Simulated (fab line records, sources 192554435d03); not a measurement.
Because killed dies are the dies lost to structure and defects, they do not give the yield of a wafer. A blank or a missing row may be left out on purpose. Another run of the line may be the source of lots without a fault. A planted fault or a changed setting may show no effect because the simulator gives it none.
fab line records    flow n5-finfet
record lots=7  wafers=21  last-day=16
route steps=1938 shown BEOL_M7@1288 PASSIVATION@1936
lots that met no fault: from a run of the same line without faults
start-h: hours from the record's opening day to when the first of the lot's shown wafers began    wait-h: hours since the lot's step before    " unchanged from the row above    L1.1+2: several wafers, shown together as one row    - no value, or no start was given    * or withheld: withheld    < > ~ a bound
route shown NAME@n: NAME is a module with steps in the file, n the number in the route of the first one    usual: mean/standard deviation taken from wafers without a fault    same: alike in all rows    chamber/n: place in a boat    sites: per-site readings    _std_site: their standard deviation    _edge_site: inner sites' mean taken away from outer sites' mean    radius-mm: how far each site lies from the wafer's centre    mask NAME#n: copy n    behind: the tool/chamber that last shaped the wafer    hold: what put the lot on hold/how long, in hours/how the hold closed    device: the transistor (n, p or np) that didn't switch    end of line: at the end of the route, the tests of the same wafers    a step with no rows: only its recipe    killed: not the wafer's yield, but the dies lost to structure and defects at the first sort    map: dies across one wafer; x = killed, . = not, _ = none there
set.NAME: the setting as run; set.NAME@STEP: as run at that earlier step    model.NAME: the simulator's own value behind a step, which no gauge read
certain route steps with their lots: each step a table, each wafer a row
services: from which hour (start-h, from the record's first day; less than 0 if before it) a tool's chamber was out of use, for how many hours, and why
## steps
# step N5_BEOL_M7_COAT_64
# recipe resist=SiARC  temp-c=220  time-s=60  spin-rpm=1500  resist-thk-nm=12
# step N5_BEOL_M7_COAT_71
# recipe resist=underlayer  temp-c=205  time-s=60  spin-rpm=1500  resist-thk-nm=5
# step N5_BEOL_M7_COAT_22
# recipe resist=CAR-EUV  spin-rpm=1500  resist-thk-nm=30
# step N5_BEOL_M7_EBR_24
# recipe solvent=PGMEA  ebr-width-mm=1.5
# step N5_BEOL_M7_SOFTBAKE_23
# recipe temp-c=110  time-s=60  resist=CAR-EUV
# step N5_BEOL_M7_EXPOSE_25
# recipe mask-id=V6  na=0.33  source-shape=annular  sigma-inner=0.4  sigma-outer=0.8  polarization=unpolarized  target-cd-nm=40  dose-mj=42.5
# step N5_BEOL_M7_PEB_26
# recipe peb-temp-c=100  peb-time-s=60  resist=CAR-EUV
# step N5_BEOL_M7_DEVELOP_27
# recipe develop-time-s=30  developer=TMAH  resist=CAR-EUV  rinse-liquid=surfactant-rinse  dry=air-spin  dev-temp-c=23
# step N5_BEOL_M7_CD_MEAS_28
# recipe target-cd-nm=40  landing-energy-ev=500  detector=se-inlens
# usual cd-nm=39.98/0.21
lot.wafer  tool       chamber  start-h  wait-h  cd-nm
L455.2     cd-sem-02  0        200.05   -       40.01
L455.4     "          0        "        "       40.03
L455.5     "          0        "        "       40.12
L461.3     cd-sem-03  0        244.61   -       40.15
L461.4     "          0        "        "       39.79
L461.6     "          0        "        "       40.08
L462.2     cd-sem-02  0        251.24   -       39.83
L462.3     "          0        "        "       39.89
L462.4     "          0        "        "       40.19
L463.1     cd-sem-02  0        258.06   -       39.74
L463.2     "          0        "        "       40.10
L463.3     "          0        "        "       39.57
L467.3     cd-sem-02  0        278.03   -       39.79
L467.4     "          0        "        "       39.86
L467.5     "          0        "        "       39.80
L471.1     cd-sem-01  0        302.46   -       39.47
L471.3     "          0        "        "       39.85
L471.5     "          0        "        "       39.91
L473.2     cd-sem-02  0        312.80   -       39.96
L473.3     "          0        "        "       39.79
L473.5     "          0        "        "       40.18
# step N5_BEOL_M7_OVL_MEAS_29
# recipe points-per-wafer=522
# usual V6_OVL=-0.9/0.6
lot.wafer  tool        chamber  start-h  wait-h  V6_OVL[nm]
L455.2     overlay-02  0        200.08   0.0     0.4
L455.4     "           0        "        "       0.0
L455.5     "           0        "        "       0.5
L461.3     overlay-02  0        244.65   0.0     -1.5
L461.4     "           0        "        "       -1.4
L461.6     "           0        "        "       -1.5
L462.2     overlay-01  0        251.28   0.0     -0.1
L462.3     "           0        "        "       -0.3
L462.4     "           0        "        "       -0.6
L463.1     overlay-01  0        258.09   0.0     -0.9
L463.2     "           0        "        "       -0.3
L463.3     "           0        "        "       -0.6
L467.3     overlay-01  0        278.07   0.0     -1.0
L467.4     "           0        "        "       -1.4
L467.5     "           0        "        "       -1.9
L471.1     overlay-01  0        302.49   0.0     -0.3
L471.3     "           0        "        "       -1.0
L471.5     "           0        "        "       -0.8
L473.2     overlay-01  0        312.84   0.0     -0.2
L473.3     "           0        "        "       -1.1
L473.5     "           0        "        "       -1.5
# step N5_BEOL_M7_INSPECT_30
# recipe mode=adi  inspect-instrument=brightfield
# usual raw-defect-count=384/88
lot.wafer  tool               chamber  start-h  wait-h  raw-defect-count
L455.2     defect-inspect-02  -        200.14   0.0     304
L455.4     "                  -        "        "       317
L455.5     "                  -        "        "       364
L461.3     defect-inspect-02  -        244.70   0.0     371
L461.4     "                  -        "        "       437
L461.6     "                  -        "        "       292
L462.2     defect-inspect-01  -        251.33   0.0     364
L462.3     "                  -        "        "       306
L462.4     "                  -        "        "       341
L463.1     defect-inspect-01  -        258.15   0.1     494
L463.2     "                  -        "        "       607
L463.3     "                  -        "        "       618
L467.3     defect-inspect-01  -        278.12   0.0     449
L467.4     "                  -        "        "       395
L467.5     "                  -        "        "       314
L471.1     defect-inspect-01  -        302.55   0.1     453
L471.3     "                  -        "        "       459
L471.5     "                  -        "        "       381
L473.2     defect-inspect-02  -        312.89   0.0     331
L473.3     "                  -        "        "       346
L473.5     "                  -        "        "       331
# step N5_BEOL_M7_DESCUM_33
# recipe chemistry=O2  time-s=7  source-power-w=50  bias-power-w=20  pressure-mtorr=20  rf-frequency-hz=2.712e+07  temp-c=40  resist=CAR-EUV  o2-flow-sccm=225
# usual drypump-motor-current-A=5.8/0.57  oes-product-au=0.79/0.09  rf-vpp-V=243.5/1.6  showerhead-plenum-p-Torr=2.11/0.084  throttle-valve-pct=20.39/0.17
lot.wafer  tool         chamber  start-h  wait-h  drypump-motor-current-A  oes-product-au  rf-hours-counter-h  rf-vpp-V  showerhead-plenum-p-Torr  throttle-valve-pct
L455.2     rie-diel-03  1        200.39   0.2     6.1                      0.73            147                 244.4     2.19                      20.56
L455.4     "            3        "        "       6.4                      0.91            17                  245.2     2.24                      20.12
L455.5     "            2        "        "       5.5                      0.73            -                   244.0     2.07                      20.52
L461.3     rie-diel-03  2        244.73   0.0     5.4                      0.71            208                 241.9     2.07                      20.54
L461.4     "            3        "        "       6.4                      0.87            33                  245.7     2.23                      20.14
L461.6     "            0        "        "       5.1                      0.72            -                   242.1     2.00                      20.32
L462.2     rie-diel-03  3        251.37   0.0     6.5                      0.87            35                  245.6     2.23                      20.16
L462.3     "            2        "        "       5.5                      0.72            210                 242.8     2.07                      20.54
L462.4     "            0        "        "       5.1                      0.72            189                 240.8     2.00                      20.31
L463.1     rie-diel-03  2        258.18   0.0     5.5                      0.71            212                 244.1     2.07                      20.55
L463.2     "            3        "        "       6.5                      0.88            37                  244.1     2.23                      20.14
L463.3     "            0        "        "       5.1                      0.72            192                 240.3     2.00                      20.34
L467.3     rie-diel-03  2        278.28   0.2     5.5                      0.71            218                 241.2     2.06                      20.55
L467.4     "            1        "        "       6.1                      0.71            173                 243.6     2.18                      20.61
L467.5     "            1        "        "       6.1                      0.71            -                   244.7     2.18                      20.61
L471.1     rie-diel-03  3        302.83   0.3     6.4                      0.85            51                  243.6     2.23                      20.17
L471.3     "            1        "        "       6.1                      0.70            182                 244.4     2.18                      20.62
L471.5     "            3        "        "       6.4                      0.85            -                   244.4     2.23                      20.16
L473.2     rie-diel-04  0        313.19   0.3     5.4                      0.73            203                 244.6     2.16                      20.60
L473.3     "            1        "        "       5.4                      0.87            50                  243.7     2.12                      20.34
L473.5     "            1        "        "       5.4                      0.87            -                   242.2     2.12                      20.35
# step N5_BEOL_M7_ETCH_72
# recipe chemistry=N2/H2  target=underlayer  target-depth-a=65  mask-material=CAR-EUV  time-s=5.2  ion-energy-ev=200  pressure-mtorr=30  source-w=840  bias-w=150  n2-flow-sccm=200  h2-flow-sccm=200  ends=cleared
# usual bias-w=150.0/0.44  chamber-pressure-mTorr=30.00/0.04  drypump-motor-current-A=5.9/0.57  etch-rf-on-time-s=5.18/0.069  oes-product-au=0.67/0.077  rf-vpp-V=524/3.1  showerhead-plenum-p-Torr=2.56/0.099  throttle-valve-pct=17.81/0.22
lot.wafer  tool         chamber  start-h  wait-h  bias-w  chamber-pressure-mTorr  drypump-motor-current-A  etch-rf-on-time-s  oes-product-au  rf-hours-counter-h  rf-vpp-V  showerhead-plenum-p-Torr  throttle-valve-pct  model.CAR-EUV_of_BEOL_M7_COAT_22.thk-nm
L455.2     rie-diel-03  1        200.42   0.0     150.1   29.97                   6.1                      5.17               0.63            147                 526       2.65                      17.93               20.4
L455.4     "            3        "        "       149.5   30.05                   6.4                      5.18               0.76            17                  527       2.70                      17.47               20.4
L455.5     "            2        "        "       150.5   30.01                   5.5                      5.20               0.61            -                   522       2.52                      18.12               20.4
L461.3     rie-diel-03  2        244.77   0.0     -       -                       -                        -                  -               -                   -         -                         -                   26.2
L461.4     "            3        "        "       -       -                       -                        -                  -               -                   -         -                         -                   26.2
L461.6     "            0        "        "       -       -                       -                        -                  -               -                   -         -                         -                   26.2
L462.2     rie-diel-03  3        251.40   0.0     -       -                       -                        -                  -               -                   -         -                         -                   26.2
L462.3     "            2        "        "       -       -                       -                        -                  -               -                   -         -                         -                   26.2
L462.4     "            0        "        "       -       -                       -                        -                  -               -                   -         -                         -                   26.2
L463.1     rie-diel-03  2        258.22   0.0     -       -                       -                        -                  -               -                   -         -                         -                   26
L463.2     "            3        "        "       -       -                       -                        -                  -               -                   -         -                         -                   26
L463.3     "            0        "        "       -       -                       -                        -                  -               -                   -         -                         -                   26
L467.3     rie-diel-03  2        278.32   0.0     149.7   29.98                   5.5                      5.24               0.60            218                 523       2.51                      18.14               20.2
L467.4     "            1        "        "       149.5   29.95                   6.1                      5.27               0.61            173                 525       2.64                      17.95               20.4
L467.5     "            1        "        "       149.8   30.09                   6.1                      5.34               0.60            -                   526       2.64                      17.95               20.4
L471.1     rie-diel-03  3        302.86   0.0     150.0   29.93                   6.5                      5.25               0.71            51                  529       2.69                      17.53               20.2
L471.3     "            1        "        "       150.3   29.99                   6.1                      5.23               0.60            182                 525       2.64                      17.96               20.2
L471.5     "            3        "        "       150.0   30.04                   6.5                      5.17               0.72            -                   527       2.69                      17.52               20.2
L473.2     rie-diel-04  0        313.22   0.0     150.8   29.98                   5.4                      5.25               0.63            203                 526       2.63                      18.16               20.4
L473.3     "            1        "        "       150.1   29.97                   5.4                      5.03               0.74            50                  525       2.57                      17.70               20.4
L473.5     "            1        "        "       149.9   29.94                   5.4                      5.06               0.75            -                   527       2.57                      17.70               20.4
# step N5_BEOL_M7_ETCH_65
# recipe chemistry=CF4  target=SiARC  target-depth-a=156  mask-material=CAR-EUV  time-s=26  ion-energy-ev=80  pressure-mtorr=40  source-w=545  bias-w=36  Ar_flow_sccm=100  cf4-flow-sccm=100  ends=cleared
# usual bias-w=35.99/0.12  cf4-flow-sccm=99.92/0.29  drypump-motor-current-A=5.8/0.57  etch-rf-on-time-s=25.8/0.33  oes-product-au=0.68/0.077  rf-vpp-V=184.4/1.3  showerhead-plenum-p-Torr=2.16/0.079  throttle-valve-pct=15.58/0.19
lot.wafer  tool         chamber  start-h  wait-h  bias-w  cf4-flow-sccm  drypump-motor-current-A  etch-rf-on-time-s  oes-product-au  rf-hours-counter-h  rf-vpp-V  showerhead-plenum-p-Torr  throttle-valve-pct  model.CAR-EUV_of_BEOL_M7_COAT_22.thk-nm
L455.2     rie-diel-03  1        200.44   0.0     36.00   100.08         6.1                      26.3               0.62            147                 186.3     2.23                      15.72               11.2
L455.4     "            3        "        "       35.96   100.12         6.4                      25.8               0.77            17                  185.8     2.27                      15.24               11.2
L455.5     "            2        "        "       36.01   100.21         5.5                      25.8               0.62            -                   184.9     2.13                      15.75               11.2
L461.3     rie-diel-03  2        244.78   0.0     35.91   100.39         5.5                      26.1               0.61            208                 184.3     2.12                      15.80               16.8
L461.4     "            3        "        "       36.08   99.82          6.4                      26.1               0.75            33                  184.8     2.27                      15.27               16.8
L461.6     "            0        "        "       36.08   100.35         5.1                      25.9               0.61            -                   182.0     2.05                      15.55               16.8
L462.2     rie-diel-03  3        251.42   0.0     36.10   99.85          6.4                      25.8               0.75            35                  183.8     2.27                      15.27               17
L462.3     "            2        "        "       36.00   100.05         5.5                      25.9               0.61            210                 183.1     2.12                      15.79               17
L462.4     "            0        "        "       36.06   99.87          5.1                      25.7               0.62            189                 183.2     2.05                      15.55               17
L463.1     rie-diel-03  2        258.23   0.0     36.04   100.45         5.5                      25.8               0.61            212                 183.9     2.12                      15.81               16.8
L463.2     "            3        "        "       35.79   100.09         6.4                      25.7               0.74            37                  184.6     2.27                      15.27               17
L463.3     "            0        "        "       35.66   99.43          5.1                      25.9               0.61            192                 183.1     2.05                      15.57               16.8
L467.3     rie-diel-03  2        278.34   0.0     36.07   99.59          5.5                      26.0               0.60            218                 183.3     2.12                      15.81               11
L467.4     "            1        "        "       36.04   99.99          6.1                      26.3               0.61            173                 186.3     2.22                      15.75               11.2
L467.5     "            1        "        "       35.83   99.71          6.1                      26.3               0.60            -                   185.1     2.22                      15.76               11.2
L471.1     rie-diel-03  3        302.88   0.0     36.15   99.67          6.4                      25.9               0.73            51                  185.7     2.26                      15.29               11
L471.3     "            1        "        "       36.02   99.48          6.1                      26.3               0.60            182                 185.6     2.22                      15.79               11
L471.5     "            3        "        "       36.24   99.89          6.4                      26.2               0.71            -                   186.2     2.26                      15.30               11
L473.2     rie-diel-04  0        313.24   0.0     35.98   99.80          5.3                      26.5               0.62            203                 185.0     2.21                      15.84               11.2
L473.3     "            1        "        "       36.05   100.01         5.4                      25.6               0.75            50                  184.5     2.18                      15.54               11
L473.5     "            1        "        "       36.05   100.40         5.4                      25.6               0.74            -                   185.2     2.18                      15.51               11.2
# step N5_BEOL_M7_ETCH_66
# recipe chemistry=N2/H2  target=SOC  target-depth-a=800  overetch-a=160  mask-material=SiARC  temp-c=40  time-s=120  ion-energy-ev=200  pressure-mtorr=30  source-w=840  bias-w=150  n2-flow-sccm=200  h2-flow-sccm=200
# usual bias-w=150.0/0.46  chamber-pressure-mTorr=30.001/0.029  drypump-motor-current-A=5.8/0.57  oes-product-au=0.60/0.066  rf-vpp-V=524.6/2.8  showerhead-plenum-p-Torr=2.56/0.099  throttle-valve-pct=17.77/0.22
lot.wafer  tool         chamber  start-h  wait-h  bias-w  chamber-pressure-mTorr  drypump-motor-current-A  oes-product-au  rf-hours-counter-h  rf-vpp-V  showerhead-plenum-p-Torr  throttle-valve-pct
L455.2     rie-diel-03  1        200.47   0.0     150.9   30.076                  6.1                      0.57            147                 526.3     2.66                      17.85
L455.4     "            3        "        "       149.9   30.019                  6.5                      0.69            17                  527.1     2.70                      17.42
L455.5     "            2        "        "       150.0   30.021                  5.5                      0.56            -                   523.1     2.52                      18.07
L461.3     rie-diel-03  2        244.81   0.0     150.4   30.013                  5.5                      0.55            208                 523.0     2.51                      18.10
L461.4     "            3        "        "       149.5   29.991                  6.5                      0.67            33                  529.0     2.69                      17.48
L461.6     "            0        "        "       150.1   29.985                  5.1                      0.55            -                   521.1     2.42                      17.66
L462.2     rie-diel-03  3        251.44   0.0     150.1   29.978                  6.4                      0.66            35                  527.6     2.69                      17.46
L462.3     "            2        "        "       149.7   30.016                  5.5                      0.54            210                 524.7     2.51                      18.10
L462.4     "            0        "        "       150.2   29.981                  5.1                      0.54            189                 520.2     2.42                      17.67
L463.1     rie-diel-03  2        258.26   0.0     149.6   29.976                  5.5                      0.55            212                 523.5     2.51                      18.09
L463.2     "            3        "        "       149.6   30.009                  6.4                      0.66            37                  528.0     2.69                      17.48
L463.3     "            0        "        "       149.2   30.047                  5.1                      0.54            192                 519.7     2.42                      17.66
L467.3     rie-diel-03  2        278.36   0.0     149.9   29.994                  5.5                      0.54            218                 523.2     2.51                      18.10
L467.4     "            1        "        "       150.8   30.033                  6.1                      0.54            173                 526.7     2.64                      17.92
L467.5     "            1        "        "       149.6   30.017                  6.1                      0.54            -                   526.5     2.64                      17.90
L471.1     rie-diel-03  3        302.91   0.0     149.8   29.994                  6.4                      0.65            51                  527.0     2.69                      17.48
L471.3     "            1        "        "       149.7   29.973                  6.1                      0.55            182                 526.2     2.64                      17.91
L471.5     "            3        "        "       150.4   29.981                  6.4                      0.65            -                   527.8     2.69                      17.50
L473.2     rie-diel-04  0        313.27   0.0     150.2   30.019                  5.4                      0.56            203                 526.0     2.63                      18.10
L473.3     "            1        "        "       150.6   29.948                  5.4                      0.66            50                  525.3     2.57                      17.66
L473.5     "            1        "        "       150.6   29.943                  5.4                      0.65            -                   524.7     2.57                      17.65
# step N5_PASSIVATION_PROBE_49
# usual defect-limited-yield=91.7/1.5  killed_at_M0_to_M3=30/8.6  killed_at_M4_up=12/4.5  killed-at-contacts=13/5.8  killed-at-front-end=38/11  killed-at-other=4/3  killed-dies=97/17  killed-open=63/12  killed-short=32/8.8  sort_bin_5_function=4.8/0.91  sort_bin_6_memory=3.1/0.68  sort-n-pass=1083/17  sort-yield-pct=91.7/1.5
# same gross-dies=1180  killed-at-back-side=0  sort_bin_4_leakage[%]=0  sort_bin_8_speed[%]=0
lot.wafer  tool       chamber  start-h  wait-h  defect-limited-yield[%]  killed_at_M0_to_M3  killed_at_M4_up  killed-at-contacts  killed-at-front-end  killed-at-other  killed-dies  killed-open  killed-short  sort_bin_5_function[%]  sort_bin_6_memory[%]  sort-n-pass  sort-yield-pct[%]
L461.3     prober-01  -        318.47   0.1     92.9                     23                  14               6                   39                   2                84           58           24            4.7                     2.2                   1096         92.9
L461.4     prober-01  -        318.52   0.2     92.3                     27                  10               9                   42                   3                91           60           31            4.0                     3.2                   1089         92.3
L461.6     prober-01  -        318.62   0.3     93.8                     26                  13               4                   28                   2                73           52           21            3.6                     2.5                   1107         93.8
L462.2     prober-02  -        325.53   0.1     93.4                     25                  8                18                  25                   2                78           45           30            3.6                     2.8                   1102         93.4
L462.3     prober-02  -        325.58   0.1     91.3                     30                  17               13                  43                   0                103          67           33            5.2                     3.3                   1077         91.3
L462.4     prober-02  -        325.63   0.2     93.1                     33                  12               4                   30                   2                81           51           29            3.9                     2.6                   1099         93.1
L467.3     prober-02  -        363.53   0.1     94.1                     20                  13               10                  22                   5                70           47           22            3.5                     2.0                   1110         94.1
L467.4     prober-02  -        363.58   0.2     93.5                     29                  11               9                   28                   0                77           57           18            3.7                     2.8                   1103         93.5
L467.5     prober-02  -        363.63   0.2     94.3                     23                  6                14                  21                   3                67           53           14            3.5                     2.0                   1113         94.3
# killed by level:class
L461.3 FIN_SAQP:geometric-particle:open=11 STI_FIN_REVEAL:geometric-particle:open=9 FIN_SAQP:geometric-particle:short=7 MOL_CONTACT_COAG:geometric-particle:open=6 BEOL_M1:geometric-particle:open=6 BEOL_M3:geometric-particle:open=5 BEOL_M0_SAQP:geometric-particle:open=4 BEOL_M4:geometric-particle:open=4
L461.4 STI_FIN_REVEAL:geometric-particle:open=15 FIN_SAQP:geometric-particle:short=8 FIN_SAQP:geometric-particle:open=8 BEOL_M3:geometric-particle:open=7 MOL_CONTACT_COAG:geometric-particle:open=5 BEOL_M1:geometric-particle:open=5 MOL_CONTACT_COAG:geometric-particle:short=4 BEOL_M0_SAQP:geometric-particle:short=4
L461.6 STI_FIN_REVEAL:geometric-particle:open=9 FIN_SAQP:geometric-particle:open=5 BEOL_M1:geometric-particle:open=5 BEOL_M3:geometric-particle:open=5 BEOL_M0_SAQP:geometric-particle:open=4 BEOL_M1:geometric-particle:short=4 BEOL_M4:geometric-particle:open=4 BEOL_M5:geometric-particle:open=4
L462.2 MOL_CONTACT_COAG:geometric-particle:open=14 BEOL_M2:geometric-particle:open=6 BEOL_M3:geometric-particle:open=6 BEOL_M0_SAQP:geometric-particle:short=5 MOL_CONTACT_COAG:geometric-particle:short=4 STARTING-WAFER:geometric-particle:short=4 FIN_SAQP:geometric-particle:short=3 STARTING-WAFER:geometric-particle:open=3
L462.3 MOL_CONTACT_COAG:geometric-particle:open=10 GATE_CUT:geometric-particle:short=9 BEOL_M1:geometric-particle:open=8 DUMMY_GATE:geometric-particle:open=7 GATE_CUT:geometric-particle:open=7 BEOL_M0_SAQP:geometric-particle:open=7 BEOL_M4:geometric-particle:open=7 STI_FIN_REVEAL:geometric-particle:open=5
L462.4 BEOL_M3:geometric-particle:open=12 GATE_CUT:geometric-particle:short=9 STI_FIN_REVEAL:geometric-particle:open=5 STARTING-WAFER:geometric-particle:short=5 MOL_CONTACT_COAG:geometric-particle:open=4 BEOL_M1:geometric-particle:open=4 BEOL_M0_SAQP:geometric-particle:short=3 BEOL_M0:geometric-particle:open=3
L467.3 MOL_CONTACT_COAG:geometric-particle:open=8 BEOL_M3:geometric-particle:open=7 BEOL_M0_SAQP:geometric-particle:open=6 BEOL_M6:geometric-particle:open=5 FIN_SAQP:geometric-particle:short=4 BEOL_M0_SAQP:geometric-particle:short=4 STARTING-WAFER:geometric-particle:short=4 FIN_SAQP:geometric-particle:open=3
L467.4 MOL_CONTACT_COAG:geometric-particle:open=8 BEOL_M0_SAQP:geometric-particle:open=6 BEOL_M1:geometric-particle:open=6 STARTING-WAFER:geometric-particle:short=6 BEOL_M3:geometric-particle:open=5 BEOL_M6:geometric-particle:open=5 GATE_CUT:geometric-particle:open=4 BEOL_M0_SAQP:geometric-particle:short=4
L467.5 MOL_CONTACT_COAG:geometric-particle:open=12 BEOL_M3:geometric-particle:open=9 STI_FIN_REVEAL:geometric-particle:open=6 BEOL_M0_SAQP:geometric-particle:open=6 FIN_SAQP:geometric-particle:open=4 GATE_CUT:geometric-particle:short=4 BEOL_M2:geometric-particle:open=4 STARTING-WAFER:geometric-particle:open=4
## services
tool         chamber  start-h  hours  kind
rie-diel-04  3        193.45   8.9    repair
rie-diel-04  -        211.67   2.8    pm
rie-diel-04  -        217.33   2.1    repair
rie-diel-04  1        239.23   6.4    repair
rie-diel-04  2        247.20   -      clean
rie-diel-04  2        247.20   -      consumable-replace:focus-ring
rie-diel-04  2        247.20   17.3   scheduled-down
rie-diel-04  2        247.20   17.3   vent-cycle
rie-diel-04  3        295.36   -      clean
rie-diel-04  3        295.36   -      consumable-replace:focus-ring
rie-diel-04  3        295.36   -      consumable-replace:showerhead
rie-diel-04  3        295.36   27.3   scheduled-down
rie-diel-04  3        295.36   27.3   vent-cycle
## key
first-sign step=N5_BEOL_M7_ETCH_72  reading=tool-record  direction=missing
effect none on later readings
model-effect step=N5_BEOL_M7_ETCH_72  value=CAR-EUV_of_BEOL_M7_COAT_22.thk-nm  without=20.38  struck=26.13
model-effect step=N5_BEOL_M7_ETCH_65  value=CAR-EUV_of_BEOL_M7_COAT_22.thk-nm  without=11.16  struck=16.89
met-at N5_BEOL_M7_ETCH_72
struck-wafers L461.3,L461.4,L461.6,L462.2,L462.3,L462.4,L463.1,L463.2,L463.3
rows-end L463.1,L463.2,L463.3
onset-between 200.42 244.77
fault kind=skipped-step-whole  tool=rie-diel-03  chamber=-  onset-h=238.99  steps=N5_BEOL_M7_ETCH_72  scope=struck-lots-only
# rows-end: these wafers met a further fault down the route, and their rows from its step on are left out
